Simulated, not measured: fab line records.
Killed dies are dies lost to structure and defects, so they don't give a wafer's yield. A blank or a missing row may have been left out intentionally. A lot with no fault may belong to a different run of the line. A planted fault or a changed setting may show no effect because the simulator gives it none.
Struck lot and sound lot, side by side    flow nand-harc    14 out of 1159 route steps
Sound: the wafers L128.1, L128.5, L128.6. Wafers L147.1, L147.2, L147.3 were the ones struck. The cause comes at the end.
Each step with rows lists, per side, the tool, then ch with its chambers, then its first start. Under that, the readings that differ: sound wafers    struck wafers    difference of the means    sigmas: that difference in standard deviations of wafers without a fault.
alike: same words and numbers on both sides, and readings whose means sit less than 2 such deviations apart. not compared: any withheld reading, any reading some wafer has no value for, any bound like >300 that may hide the same value, and any number with overlapping values for which the record gives no deviation.
A row with sigmas, a row that says differs or no value, or rows on one side alone: a step with any of these is where the two part. Numbers that don't overlap but have no deviation are shown without sigmas and don't part them. Lack of a reading on every wafer of one side parts them only where that side has two or more wafers.

NHARC_A_SOURCE_PLATE_THK_MEAS_06: measures by ellipsometry.
  sound: film-metro-02 at day 8 04:16; struck: film-metro-01 at day 12 04:19
  alike: thk-nm
NHARC_A_SOURCE_PLATE_INSPECT_08:
  sound: defect-inspect-02 at day 8 04:20; struck: defect-inspect-01 at day 12 04:24
reading           sound      struck    difference  sigmas
raw-defect-count  97 146 85  36 30 38  -75         -3
then, 1 step without rows for these wafers: NHARC_A_ONON_D1_DEP_00 (target thk 1000 nm).
NHARC_A_ONON_D1_THK_MEAS_02: measures by ellipsometry.
  sound: film-metro-02 at day 8 04:55; struck: film-metro-01 at day 12 05:13
reading      sound           struck       difference  sigmas
thk-nm (nm)  1002 1004 1004  983 983 983  -20         -2
then, 1 step without rows for these wafers: NHARC_A_ONON_D1_DEP_03 (target thk 1000 nm).
NHARC_A_ONON_D1_THK_MEAS_05: measures by ellipsometry.
  sound: film-metro-01 at day 8 05:29; struck: film-metro-01 at day 12 05:47
  alike: thk-nm
then, 1 step without rows for these wafers: NHARC_A_ONON_D1_DEP_06 (target thk 1000 nm).
NHARC_A_ONON_D1_THK_MEAS_08: measures by ellipsometry.
  sound: film-metro-02 at day 8 06:02; struck: film-metro-02 at day 12 06:21
reading      sound          struck       difference  sigmas
thk-nm (nm)  1001 1001 998  979 979 979  -21         -2
then, 1 step without rows for these wafers: NHARC_A_ONON_D1_DEP_09 (target thk 1000 nm).
NHARC_A_ONON_D1_THK_MEAS_11: measures by ellipsometry.
  sound: film-metro-02 at day 8 06:36; struck: film-metro-01 at day 12 06:55
reading      sound           struck       difference  sigmas
thk-nm (nm)  1013 1012 1012  989 990 991  -22         -2
NHARC_A_ONON_D1_DEP_12: target thk 1000 nm.
  sound on pecvd-onon-02 ch 0, day 8 06:40; struck on pecvd-onon-02 ch 0, day 12 06:58
NHARC_A_ONON_D1_THK_MEAS_14: measures by ellipsometry.
  sound: film-metro-01 at day 8 07:10; struck: film-metro-02 at day 12 07:28
reading      sound        struck       difference  sigmas
thk-nm (nm)  994 995 994  593 592 593  -402        -37
then, 1 step without rows for these wafers: NHARC_A_ONON_D1_ANNEAL_15 (time 3600 s).
-- record jumps: 12 days between struck wafers' starts before vs after; left off in module A_ONON_D1, resumes in module END, first step shown is number 1159 of the route --
NHARC_END_SORT_01:
  at this point the record logs the struck wafers (prober-02 ch 0, day 24 05:52) and has no rows for the sound ones

WHERE THEY PART
First at NHARC_A_SOURCE_PLATE_INSPECT_08; last, within this record, at NHARC_END_SORT_01.

WHY: what had been put in by the simulator
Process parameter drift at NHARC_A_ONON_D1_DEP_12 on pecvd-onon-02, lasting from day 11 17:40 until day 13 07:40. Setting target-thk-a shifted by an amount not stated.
